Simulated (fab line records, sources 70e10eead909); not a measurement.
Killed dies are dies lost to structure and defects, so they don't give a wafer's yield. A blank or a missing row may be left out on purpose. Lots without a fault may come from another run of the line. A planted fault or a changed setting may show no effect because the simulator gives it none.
Which tool did it? | flow nand_harc | 11 lots, 33 wafers sampled, at 4 steps of a route of 1159

WHAT THE GAUGES READ, wafer by wafer
The record holds no reading of a measuring or inspecting step that can be judged against a usual standard deviation.

WHICH TOOL RAN EACH LOT (tool, then ch and the chambers of the sampled wafers, then the start)
lot  | NHARC_P_M0_DEGAS_28          | NHARC_P_M0_PVD_21                       | NHARC_P_M1_ETCH_35                 | NHARC_P_M1_STRIP_18
L942 | pvd_sputter-03, day 6 07:42  | pvd_sputter-03, day 6 10:55 or earlier  | rie_diel-11 ch 1,2,3, day 6 10:55  | rie_diel-10 ch 0,2,3, day 6 11:12
L943 | pvd_sputter-03, day 6 08:23  | pvd_sputter-03, day 6 11:35 or earlier  | rie_diel-12 ch 0,1,3, day 6 11:35  | rie_diel-10 ch 0,3, day 6 11:53
L944 | pvd_sputter-03, day 6 14:33  | pvd_sputter-03, day 6 17:47 or earlier  | rie_diel-11 ch 0,1, day 6 17:47    | rie_diel-10 ch 1,2, day 6 18:04
L945 | pvd_sputter-02, day 6 15:56  | pvd_sputter-02, day 6 19:11 or earlier  | rie_diel-11 ch 1,2, day 6 19:11    | rie_diel-10 ch 2,3, day 6 19:30
L952 | pvd_sputter-03, day 8 06:04  | pvd_sputter-03, day 8 09:20 or earlier  | rie_diel-11 ch 0,3, day 8 09:20    | rie_diel-12 ch 0,2,3, day 8 09:43
L958 | pvd_sputter-02, day 9 21:10  | pvd_sputter-02, day 10 00:16 or earlier | rie_diel-12 ch 0,2, day 10 00:16   | rie_diel-10 ch 0,2,3, day 10 00:33
L959 | pvd_sputter-03, day 10 04:29 | pvd_sputter-03, day 10 07:42 or earlier | rie_diel-12 ch 1,2,3, day 10 07:42 | rie_diel-10 ch 0,1,2, day 10 08:00
L961 | pvd_sputter-03, day 10 16:10 | pvd_sputter-03, day 10 19:23 or earlier | rie_diel-10 ch 0,1,3, day 10 19:23 | rie_diel-11 ch 0,1, day 10 19:40
L963 | pvd_sputter-01, day 10 22:01 | pvd_sputter-01, day 11 01:16 or earlier | rie_diel-12 ch 1,3, day 11 01:16   | rie_diel-11 ch 0,2,3, day 11 01:35
L964 | pvd_sputter-03, day 11 03:13 | pvd_sputter-03, day 11 06:20 or earlier | rie_diel-11 ch 0,1,2, day 11 06:20 | rie_diel-12 ch 0,1,3, day 11 06:40
L965 | pvd_sputter-03, day 11 14:08 | pvd_sputter-03, day 11 17:30 or earlier | rie_diel-12 ch 2,3, day 11 17:30   | rie_diel-11 ch 0,2, day 11 17:49
- NHARC_P_M0_DEGAS_28: time 60 s.
- NHARC_P_M0_PVD_21: deposits Cu, target thk 30 nm, time 20.49 s.
- NHARC_P_M1_ETCH_35: etches the open film in N2/H2, target depth 40 nm, overetch 12 nm, time 43.94 s.
- NHARC_P_M1_STRIP_18: strips in N2/H2.

WHAT THE TOOLS THEMSELVES READ (means of the sampled wafers that have a number; where no wafer has one, the mark that the record gives instead)
NHARC_P_M0_DEGAS_28.
lot  | tool           | heater_power_w (W)
L942 | pvd_sputter-03 | 315
L943 | pvd_sputter-03 | 319
L944 | pvd_sputter-03 | 344
L945 | pvd_sputter-02 | 328
L952 | pvd_sputter-03 | 282
L958 | pvd_sputter-02 | 325
L959 | pvd_sputter-03 | 290
L961 | pvd_sputter-03 | 307
L963 | pvd_sputter-01 | 358
L964 | pvd_sputter-03 | 295
L965 | pvd_sputter-03 | 297

NHARC_P_M0_PVD_21.
lot  | tool           | throttle_valve_pct (%)
L942 | pvd_sputter-03 | 29.4
L943 | pvd_sputter-03 | 29.8
L944 | pvd_sputter-03 | 29.5
L945 | pvd_sputter-02 | 28.7
L952 | pvd_sputter-03 | 30.8
L958 | pvd_sputter-02 | 29.5
L959 | pvd_sputter-03 | 29.3
L961 | pvd_sputter-03 | 30.1
L963 | pvd_sputter-01 | 30.7
L964 | pvd_sputter-03 | 30.2
L965 | pvd_sputter-03 | 29.7

NHARC_P_M1_ETCH_35.
lot  | tool        | drypump_motor_current_A (A) | mfc_ar_sccm (sccm) | oes_product_au (a.u.) | rf_vpp_V (V) | showerhead_plenum_p_Torr (Torr) | throttle_valve_pct (%)
L942 | rie_diel-11 | 5.6                         | 0.013              | 0.986                 | 431.9        | 2.07                            | 14.169
L943 | rie_diel-12 | 5.8                         | 0.005              | 1.009                 | 432.4        | 2.09                            | 14.180
L944 | rie_diel-11 | 5.9                         | 0.000              | 0.997                 | 431.0        | 2.06                            | 14.169
L945 | rie_diel-11 | 5.7                         | 0.000              | 0.993                 | 430.4        | 2.03                            | 14.177
L952 | rie_diel-11 | 6.0                         | 0.013              | 0.892                 | 432.5        | 2.10                            | 14.163
L958 | rie_diel-12 | 5.7                         | 0.007              | 0.994                 | 433.7        | 2.15                            | 14.173
L959 | rie_diel-12 | 6.0                         | 0.011              | 1.010                 | 429.4        | 2.03                            | 14.169
L961 | rie_diel-10 | 5.6                         | 0.012              | 0.989                 | 432.2        | 2.08                            | 14.170
L963 | rie_diel-12 | 6.0                         | 0.009              | 1.001                 | 428.9        | 1.99                            | 14.170
L964 | rie_diel-11 | 6.0                         | 0.000              | 1.021                 | 430.1        | 2.03                            | 14.177
L965 | rie_diel-12 | 5.8                         | 0.007              | 1.008                 | 431.4        | 2.10                            | 14.178

NHARC_P_M1_STRIP_18.
lot  | tool        | drypump_motor_current_A (A) | mfc_ar_sccm (sccm) | oes_product_au (a.u.) | rf_vpp_V (V) | showerhead_plenum_p_Torr (Torr) | throttle_valve_pct (%)
L942 | rie_diel-10 | 6.1                         | 0.006              | 0.995                 | 91.1         | 2.12                            | 14.167
L943 | rie_diel-10 | 5.9                         | 0.012              | 1.012                 | 91.4         | 2.15                            | 14.171
L944 | rie_diel-10 | 5.5                         | 0.011              | 0.985                 | 90.9         | 1.98                            | 14.174
L945 | rie_diel-10 | 6.2                         | 0.006              | 1.001                 | 91.5         | 2.08                            | 14.170
L952 | rie_diel-12 | 5.8                         | 0.007              | 1.017                 | 91.2         | 2.13                            | 14.170
L958 | rie_diel-10 | 6.1                         | 0.006              | 0.996                 | 92.0         | 2.12                            | 14.176
L959 | rie_diel-10 | 5.9                         | 0.006              | 0.991                 | 90.2         | 2.06                            | 14.171
L961 | rie_diel-11 | 5.9                         | 0.000              | 1.012                 | 91.1         | 2.06                            | 14.175
L963 | rie_diel-11 | 5.8                         | 0.013              | 1.014                 | 90.3         | 2.07                            | 14.171
L964 | rie_diel-12 | 5.8                         | 0.005              | 1.000                 | 91.3         | 2.09                            | 14.173
L965 | rie_diel-11 | 6.1                         | 0.000              | 1.006                 | 90.5         | 2.03                            | 14.166

THE ANSWER, worked out from the rows above alone
Rule: what is usual is taken from the lots themselves. Put in order of their means at a reading, lots are off if they are a third of the lots or fewer, leave a main group of 4 or more, and stand apart from it by a gap of 3 or more times the standard deviation of the main group's means; of several such gaps the widest counts. A main group whose means are all the same, to the digits that the tables above print for the reading, isn't used. A lot without any number at a reading at which 4 lots or more have one is off too. The other lots that the step has rows for count as sound. The gauges are gone through in route order, then the tools' own readings, and for those a lot's mean is taken as printed above. The first step at which some lot is off is used, and at that step the reading that is off furthest; a lot without a number counts as furthest.
Off: L952, at NHARC_P_M1_ETCH_35 (oes_product_au). The main group: mean 1.001 a.u., standard deviation 0.01.
A tool fits if, at that step or a process step before it, it ran every lot that is off, and no sound lot after the first of them. NHARC_P_M0_PVD_21 gives no start for some lots, so the hours and the order of its lots are those of NHARC_P_M1_ETCH_35. None of those tried fits.

WHAT THE SIMULATOR HAD PUT IN
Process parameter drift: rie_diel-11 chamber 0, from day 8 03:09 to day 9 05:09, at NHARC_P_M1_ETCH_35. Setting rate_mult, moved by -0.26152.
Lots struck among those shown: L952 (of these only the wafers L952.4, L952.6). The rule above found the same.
